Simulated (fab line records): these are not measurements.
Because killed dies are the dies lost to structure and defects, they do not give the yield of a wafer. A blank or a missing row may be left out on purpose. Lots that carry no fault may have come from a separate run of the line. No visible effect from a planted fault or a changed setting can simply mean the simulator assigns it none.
Matching of chambers + flow nand_harc + NHARC_A_ONON_D1_DEP_33 on pecvd-03: 3 sister chambers
The step deposits SiO2, target thk 200 nm. 3 wafers are shown with their chamber, then 8 later ones without.

## WAFERS PAIRED WITH THEIR CHAMBERS
| wafer  | chamber | throttle_valve_pct (%) |
|--------|---------|------------------------|
| L084.1 | 1       | 16.5                   |
| L088.6 | 2       | 16.2                   |
| L091.1 | 0       | 15.5                   |

## WAFERS MISSING THEIR CHAMBER
| wafer  | throttle_valve_pct (%) |
|--------|------------------------|
| L091.3 | 16.6                   |
| L091.5 | 16.5                   |
| L091.2 | 16.3                   |
| L091.4 | 16.7                   |
| L091.6 | 15.4                   |
| L096.1 | 15.4                   |
| L096.3 | 16.3                   |
| L096.5 | 15.9                   |

## CHAMBER TAKEN BY EACH
| wafer  | from the rows above     | in truth                   |
|--------|-------------------------|----------------------------|
| L091.3 | 1                       | 1                          |
| L091.5 | 1                       | 1                          |
| L091.2 | can't be placed: 2 or 1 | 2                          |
| L091.4 | 1                       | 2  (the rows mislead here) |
| L091.6 | 0                       | 0                          |
| L096.1 | 0                       | 0                          |
| L096.3 | can't be placed: 2 or 1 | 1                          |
| L096.5 | can't be placed: 2 or 0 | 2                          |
4 of 8 placed correctly. Cannot be placed on the basis of these rows: 3; the candidates contain the true chamber in 3. 1 placed wrongly.
How it was worked out, from the rows above alone: a wafer's distance from a chamber is the root of the sum, over the readings, of the square of ((its reading less the chamber's mean) divided by the reading's scatter). If the next closest chamber is less than 2 further off than the closest, the wafer can't be placed; otherwise it belongs to the closest. A chamber's mean is the mean of its shown wafers. The scatter (one wafer shown for each chamber): square how far every hidden wafer sits from the nearest shown wafer, average those squares and take the square root.
